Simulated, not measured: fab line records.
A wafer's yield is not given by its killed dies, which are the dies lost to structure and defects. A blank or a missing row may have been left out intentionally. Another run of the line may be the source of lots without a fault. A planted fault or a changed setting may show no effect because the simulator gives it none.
fab line records | flow n5_finfet
record lots=4 | wafers=12 | last_day=16
route steps=1938 shown BEOL_M3@947 BEOL_M4@1111
lots with no fault: from the same line, run without faults
start_h: hours from the record's opening day to when the first of the lot's shown wafers began | wait_h: how many hours have passed since the lot's step before this one | " unchanged from the row above | L1.1+2: several wafers, shown together as one row | - no value present, or no start provided | * or withheld: withheld | < > ~ a bound
route shown NAME@n: names a module that has steps shown in the file, with the first one's number in the route | usual: mean and standard deviation over wafers with no fault | same: alike in all rows | chamber/n: place in a boat | sites: each site's reading | _std_site: their standard deviation | _edge_site: outer sites' mean less inner sites' | radius_mm: for every site, how far away it sits from the centre of the wafer | mask NAME#n: copy n | behind: tool/chamber where the wafer was last shaped | hold: what put the lot on hold/how long, in hours/how the hold closed | device: the n, p or np transistor that did not switch | end of line: tests of these same wafers at the route's end | where a step has no rows: the recipe by itself | killed: at the first sort, the dies lost to defects and structure; wafer yield is something else | map: a wafer's dies, x killed, . not, _ none there
set.NAME: setting as actually run; set.NAME@STEP: the setting as run at that earlier step | model.NAME: the simulator's own value behind a step, which no gauge read
lots seen at some steps along the route; tables by step, rows by wafer
services: a tool's chamber out of use, with start hour (start_h, from the record's first day; less than 0 if before it), hours out, and reason
## steps
# step N5_BEOL_M3_DESCUM_16
# recipe chemistry=O2 | time_s=7 | source_power_w=50 | bias_power_w=20 | pressure_mtorr=20 | rf_frequency_hz=2.712e+07 | temp_c=40 | resist=CAR-EUV | o2_flow_sccm=225
# step N5_BEOL_M3_ETCH_74
# recipe chemistry=N2/H2 | target=underlayer | target_depth_a=65 | mask_material=CAR-EUV | time_s=5.2 | ion_energy_ev=200 | pressure_mtorr=30 | source_w=840 | bias_w=150 | n2_flow_sccm=200 | h2_flow_sccm=200 | ends=cleared
# step N5_BEOL_M3_ETCH_63
# recipe chemistry=CF4 | target=SiARC | target_depth_a=156 | mask_material=CAR-EUV | time_s=26 | ion_energy_ev=80 | pressure_mtorr=40 | source_w=545 | bias_w=36 | Ar_flow_sccm=100 | cf4_flow_sccm=100 | ends=cleared
# step N5_BEOL_M3_ETCH_64
# recipe chemistry=N2/H2 | target=SOC | target_depth_a=750 | overetch_a=150 | mask_material=SiARC | temp_c=40 | time_s=112.5 | ion_energy_ev=200 | pressure_mtorr=30 | source_w=840 | bias_w=150 | n2_flow_sccm=200 | h2_flow_sccm=200
# step N5_BEOL_M3_STRIP_65
# recipe chemistry=N2/H2 | temp_c=40 | n2_flow_sccm=200 | h2_flow_sccm=200 | rf_frequency_hz=6e+07
# step N5_BEOL_M3_STRIP_75
# recipe chemistry=N2/H2 | temp_c=40 | n2_flow_sccm=200 | h2_flow_sccm=200 | rf_frequency_hz=6e+07
# step N5_BEOL_M3_STRIP_66
# recipe chemistry=CF4 | resist=SiARC | power_w=300 | bias_power_w=75 | pressure_mtorr=50 | cf4_flow_sccm=150 | rf_frequency_hz=6e+07
# step N5_BEOL_M3_HM_OPEN_17
# recipe chemistry=Cl2/BCl3 | target_depth_a=200 | overetch_a=60 | target=TiN | mask_material=SOC | ion_energy_ev=150 | pressure_mtorr=10 | icp_w=1000 | bias_w=126 | Cl2_flow_sccm=53.25 | bcl3_flow_sccm=21.75 | Ar_flow_sccm=25
# step N5_BEOL_M3_STRIP_19
# recipe chemistry=O2 | power_w=400 | temp_c=40 | pressure_mtorr=30 | rf_frequency_hz=6e+07 | bias_power_w=0 | overash_fraction=0.2 | o2_flow_sccm=225
# step N5_BEOL_M3_COAT_67
# recipe resist=SOC | temp_c=250 | time_s=60 | spin_rpm=1500 | resist_thk_nm=60
# step N5_BEOL_M3_COAT_68
# recipe resist=SiARC | temp_c=220 | time_s=60 | spin_rpm=1500 | resist_thk_nm=12
# usual chill_plate_temp_C=22.99/0.1 | spin_speed_rpm=1500.0/1.1
lot.wafer | tool           | chamber | start_h | wait_h | chill_plate_temp_C | spin_speed_rpm | model.SiARC_of_BEOL_M3_COAT_68.thk_nm
L532.1    | litho_track-05 | 0       | 163.25  | -      | 23.08              | 1499.6         | 12
L532.3    | "              | 0       | "       | "      | 23.02              | 1500.4         | 12
L532.4    | "              | 0       | "       | "      | 23.11              | 1499.3         | 12
L540.1    | litho_track-02 | 0       | 220.77  | -      | 23.03              | 1499.2         | 12
L540.3    | "              | 0       | "       | "      | 23.00              | 1501.5         | 12
L540.6    | "              | 0       | "       | "      | 23.04              | 1499.7         | 12
L545.1    | litho_track-05 | 0       | 238.38  | -      | 22.97              | 1425.1         | 12.2
L545.3    | "              | 0       | "       | "      | 22.95              | 1425.2         | 12.4
L545.4    | "              | 0       | "       | "      | 22.81              | 1423.9         | 12.4
L547.2    | litho_track-05 | 0       | 257.87  | -      | 22.97              | 1427.1         | 12.2
L547.5    | "              | 0       | "       | "      | 22.93              | 1425.4         | 12.2
L547.6    | "              | 0       | "       | "      | 23.09              | 1426.5         | 12.4
# step N5_BEOL_M3_COAT_76
# recipe resist=underlayer | temp_c=205 | time_s=60 | spin_rpm=1500 | resist_thk_nm=5
# step N5_BEOL_M3_COAT_22
# recipe resist=CAR-EUV | spin_rpm=1500 | resist_thk_nm=30
# step N5_BEOL_M3_EBR_24
# recipe solvent=PGMEA | ebr_width_mm=1.5
# step N5_BEOL_M3_SOFTBAKE_23
# recipe temp_c=110 | time_s=60 | resist=CAR-EUV
# step N5_BEOL_M3_EXPOSE_25
# recipe mask_id=V2 | na=0.33 | source_shape=quasar | sigma_inner=0.2 | sigma_outer=0.8 | polarization=unpolarized | defocus_nm=5 | dose_mj=63
# step N5_BEOL_M3_PEB_26
# recipe peb_temp_c=100 | peb_time_s=60 | resist=CAR-EUV
# step N5_BEOL_M3_DEVELOP_27
# recipe develop_time_s=30 | developer=TMAH | resist=CAR-EUV | rinse_liquid=surfactant_rinse | dry=air_spin | dev_temp_c=23
# step N5_BEOL_M3_DESCUM_33
# recipe chemistry=O2 | time_s=7 | source_power_w=50 | bias_power_w=20 | pressure_mtorr=20 | rf_frequency_hz=2.712e+07 | temp_c=40 | resist=CAR-EUV | o2_flow_sccm=225
# step N5_BEOL_M3_ETCH_77
# recipe chemistry=N2/H2 | target=underlayer | target_depth_a=65 | mask_material=CAR-EUV | time_s=5.2 | ion_energy_ev=200 | pressure_mtorr=30 | source_w=840 | bias_w=150 | n2_flow_sccm=200 | h2_flow_sccm=200 | ends=cleared
# step N5_BEOL_M3_ETCH_69
# recipe chemistry=CF4 | target=SiARC | target_depth_a=156 | mask_material=CAR-EUV | time_s=26 | ion_energy_ev=80 | pressure_mtorr=40 | source_w=545 | bias_w=36 | Ar_flow_sccm=100 | cf4_flow_sccm=100 | ends=cleared
# usual drypump_motor_current_A=5.6/0.41 | etch_rf_on_time_s=25.9/0.49 | oes_product_au=0.65/0.077 | rf_fwd_power_W=532.2/1.9 | rf_vpp_V=184.0/1.2 | showerhead_plenum_p_Torr=2.14/0.066 | throttle_valve_pct=15.75/0.25
lot.wafer | tool        | chamber | start_h | wait_h | drypump_motor_current_A | etch_rf_on_time_s | oes_product_au | rf_fwd_power_W | rf_hours_counter_h | rf_vpp_V | showerhead_plenum_p_Torr | throttle_valve_pct | model.etch.depth_nm
L532.1    | rie_diel-03 | 1       | 163.83  | 0.0    | 5.7                     | 25.7              | 0.64           | 535.2          | 176                | 184.1    | 2.14                     | 15.76              | 11.97
L532.3    | "           | 2       | "       | "      | 5.5                     | 25.6              | 0.65           | 534.2          | 161                | 183.1    | 2.07                     | 15.89              | 11.97
L532.4    | "           | 3       | "       | "      | 5.2                     | 25.6              | 0.64           | 534.2          | 173                | 184.9    | 2.23                     | 15.89              | 11.99
L540.1    | rie_diel-01 | 2       | 221.24  | 0.0    | 6.3                     | 26.0              | 0.62           | 531.5          | 179                | 183.9    | 2.13                     | 15.75              | 11.92
L540.3    | "           | 1       | "       | "      | 6.0                     | 25.6              | 0.74           | 532.6          | 42                 | 185.2    | 2.18                     | 15.25              | 11.97
L540.6    | "           | 3       | "       | "      | 5.8                     | 26.6              | 0.61           | 529.8          | -                  | 182.2    | 2.05                     | 15.64              | 11.97
L545.1    | rie_diel-04 | 0       | 238.84  | 0.0    | 4.7                     | 26.8              | 0.57           | 532.8          | 221                | 183.2    | 2.03                     | 15.78              | 12.29
L545.3    | "           | 1       | "       | "      | 6.1                     | 25.9              | 0.80           | 534.7          | 20                 | 184.0    | 2.12                     | 15.45              | 12.31
L545.4    | "           | 3       | "       | "      | 6.0                     | 26.9              | 0.59           | 533.1          | 237                | 181.8    | 2.12                     | 16.14              | 12.33
L547.2    | rie_diel-03 | 0       | 258.44  | 0.0    | 5.6                     | 27.0              | 0.61           | 532.3          | 171                | 183.9    | 2.21                     | 15.87              | 12.27
L547.5    | "           | 2       | "       | "      | 5.5                     | 26.5              | 0.62           | 531.9          | -                  | 182.7    | 2.06                     | 15.96              | 12.27
L547.6    | "           | 3       | "       | "      | 5.3                     | 26.5              | 0.62           | 533.6          | -                  | 184.6    | 2.22                     | 15.94              | 12.31
# step N5_BEOL_M3_ALD_98
# recipe material=SiO2 | target_thk_a=25 | temp_c=100 | ald_precursor_family=BDEAS | ald_co_reactant=O2-plasma | pulse_time_s=1 | co_reactant_pulse_time_s=1 | purge_time_s=2 | co_reactant_purge_time_s=2 | ald_cycles=17 | pressure_torr=2
# step N5_BEOL_M3_ETCHBACK_99
# recipe chemistry=CHF3 | target=SiO2 | target_depth_a=50 | time_s=10.4 | source_w=215 | bias_w=47 | Ar_flow_sccm=200 | CHF3_flow_sccm=12 | ion_energy_ev=100 | pressure_mtorr=30
# step N5_BEOL_M3_ETCH_70
# recipe chemistry=N2/H2 | target=SOC | target_depth_a=800 | overetch_a=160 | mask_material=SiARC | temp_c=40 | time_s=120 | ion_energy_ev=200 | pressure_mtorr=30 | source_w=840 | bias_w=150 | n2_flow_sccm=200 | h2_flow_sccm=200
# usual drypump_motor_current_A=5.6/0.44 | oes_product_au=0.58/0.059 | rf_fwd_power_W=835/3.1 | rf_vpp_V=523.5/2.5 | showerhead_plenum_p_Torr=2.53/0.083 | temp_c=40.00/0.13 | throttle_valve_pct=17.90/0.26
lot.wafer | tool        | chamber | start_h | wait_h | drypump_motor_current_A | oes_product_au | rf_fwd_power_W | rf_hours_counter_h | rf_vpp_V | showerhead_plenum_p_Torr | temp_c | throttle_valve_pct | model.SiARC_of_BEOL_M3_COAT_68.thk_nm
L532.1    | rie_diel-03 | 2       | 164.63  | 0.0    | 5.5                     | 0.57           | 833            | 161                | 522.2    | 2.43                     | 39.71  | 18.07              | 6.6
L532.3    | "           | 0       | "       | "      | 5.7                     | 0.56           | 834            | 145                | 527.0    | 2.67                     | 39.89  | 18.13              | 6.6
L532.4    | "           | 1       | "       | "      | 5.8                     | 0.58           | 836            | 176                | 522.7    | 2.53                     | 40.34  | 17.96              | 6.4
L540.1    | rie_diel-03 | 3       | 223.14  | 0.0    | 5.3                     | 0.56           | 838            | 194                | 526.2    | 2.62                     | 39.95  | 17.86              | 6.4
L540.3    | "           | 2       | "       | "      | 5.5                     | 0.56           | 840            | 180                | 522.2    | 2.42                     | 39.92  | 18.10              | 6.6
L540.6    | "           | 1       | "       | "      | 5.8                     | 0.56           | 837            | -                  | 522.7    | 2.52                     | 39.84  | 17.99              | 6.4
L545.1    | rie_diel-01 | 2       | 245.17  | 0.0    | 6.3                     | 0.55           | 832            | 187                | 524.8    | 2.53                     | 39.76  | 18.04              | 6.8
L545.3    | "           | 1       | "       | "      | 6.0                     | 0.66           | 840            | 50                 | 524.3    | 2.57                     | 40.24  | 17.40              | 6.6
L545.4    | "           | 0       | "       | "      | 5.3                     | 0.72           | 832            | 13                 | 526.4    | 2.59                     | 40.13  | 17.74              | 6.6
L547.2    | rie_diel-04 | 0       | 259.96  | 0.0    | 4.8                     | 0.52           | 831            | 226                | 520.7    | 2.41                     | 40.05  | 18.20              | 6.6
L547.5    | "           | 0       | "       | "      | 4.7                     | 0.52           | 833            | -                  | 520.1    | 2.41                     | 40.12  | 18.20              | 6.6
L547.6    | "           | 1       | "       | "      | 6.1                     | 0.70           | 841            | -                  | 522.1    | 2.49                     | 39.95  | 17.56              | 6.4
# step N5_BEOL_M3_STRIP_71
# recipe chemistry=N2/H2 | temp_c=40 | n2_flow_sccm=200 | h2_flow_sccm=200 | rf_frequency_hz=6e+07
# step N5_BEOL_M4_RC_MEAS_101
# usual DIBL_N=35.9/1.6 | DIBL_P=35.6/2.1 | IOFF_N=0.149/0.029 | IOFF_P=0.20/0.033 | ION_N=671/11 | ION_P=460/7.3 | SS_N=71.4/0.62 | SS_P=73.2/0.65 | VT_N=251/3.1 | VT_P=-251/3.4
lot.wafer | tool      | chamber | start_h | wait_h | DIBL_N[mV/V] | DIBL_P[mV/V] | IOFF_N[nA/um] | IOFF_P[nA/um] | ION_N[uA/um] | ION_P[uA/um] | SS_N[mV/dec] | SS_P[mV/dec] | VT_N[mV] | VT_P[mV]
L532.1    | prober-02 | 0       | 182.49  | 0.0    | 33.2         | 34.0         | 0.116         | 0.15          | 670          | 453          | 70.9         | 71.6         | 253      | -258
L532.3    | "         | 0       | "       | "      | 34.1         | 33.9         | 0.121         | 0.14          | 673          | 455          | 70.6         | 72.2         | 254      | -258
L532.4    | "         | 0       | "       | "      | 33.8         | 34.1         | 0.112         | 0.14          | 658          | 454          | 71.2         | 72.1         | 255      | -260
L540.1    | prober-01 | 0       | 236.34  | 0.0    | 34.7         | 33.5         | 0.129         | 0.20          | 663          | 460          | 71.4         | 73.7         | 251      | -249
L540.3    | "         | 0       | "       | "      | 34.8         | 33.8         | 0.125         | 0.22          | 653          | 463          | 71.2         | 73.2         | 254      | -249
L540.6    | "         | 0       | "       | "      | 35.6         | 33.3         | 0.139         | 0.22          | 661          | 454          | 71.1         | 72.9         | 251      | -246
L545.1    | prober-02 | 0       | 257.60  | 0.0    | 37.4         | 35.4         | 0.141         | 0.19          | 680          | 462          | 71.4         | 73.3         | 253      | -252
L545.3    | "         | 0       | "       | "      | 37.6         | 36.2         | 0.156         | 0.20          | 676          | 455          | 71.9         | 73.9         | 249      | -250
L545.4    | "         | 0       | "       | "      | 36.7         | 35.3         | 0.145         | 0.19          | 672          | 460          | 70.9         | 73.0         | 251      | -251
L547.2    | prober-02 | 0       | 277.19  | 0.2    | 36.8         | 36.9         | 0.144         | 0.19          | 669          | 458          | 71.6         | 73.3         | 252      | -255
L547.5    | "         | 0       | "       | "      | 36.0         | 35.6         | 0.131         | 0.17          | 663          | 458          | 71.7         | 73.1         | 251      | -253
L547.6    | "         | 0       | "       | "      | 35.4         | 34.2         | 0.122         | 0.16          | 664          | 453          | 71.1         | 73.3         | 254      | -253
## services
tool           | chamber | start_h | hours | kind
litho_track-02 | -       | 142.72  | -     | consumable_replace:filter
rie_diel-04    | 1       | 154.34  | -     | clean
rie_diel-04    | 1       | 154.34  | -     | consumable_replace:focus_ring
rie_diel-04    | 1       | 154.34  | 25.1  | scheduled_down
rie_diel-04    | 1       | 154.34  | 25.1  | vent_cycle
litho_track-05 | -       | 173.30  | -     | consumable_replace:filter
rie_diel-01    | 0       | 188.11  | -     | clean
rie_diel-01    | 0       | 188.11  | -     | consumable_replace:focus_ring
rie_diel-01    | 0       | 188.11  | 20.4  | scheduled_down
rie_diel-01    | 0       | 188.11  | 20.4  | vent_cycle
rie_diel-01    | 1       | 203.57  | 15.6  | repair
rie_diel-04    | 0       | 241.77  | 2.9   | repair
rie_diel-03    | 3       | 243.02  | 4.6   | repair
## key
first_sign step=N5_BEOL_M3_COAT_68 | reading=spin_speed_rpm | direction=down | sigmas=71 | usual=* | struck=*
effect none on later readings
model_effect step=N5_BEOL_M3_COAT_68 | value=SiARC_of_BEOL_M3_COAT_68.thk_nm | without=12 | struck=12.3
model_effect step=N5_BEOL_M3_ETCH_69 | value=etch.depth_nm | without=11.99 | struck=12.3
model_effect step=N5_BEOL_M3_ETCH_70 | value=SiARC_of_BEOL_M3_COAT_68.thk_nm | without=6.3 | struck=6.6
met_at N5_BEOL_M3_COAT_68
struck_wafers L545.1,L545.3,L545.4,L547.2,L547.5,L547.6
onset_between 163.25 238.38
fault kind=process_parameter_drift | tool=litho_track-05 | chamber=- | onset_h=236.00 | steps=N5_BEOL_M3_COAT_68 | channel=spin_rpm | offset=* | shape=step | end_h=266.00 | acts_in=* | stated=*
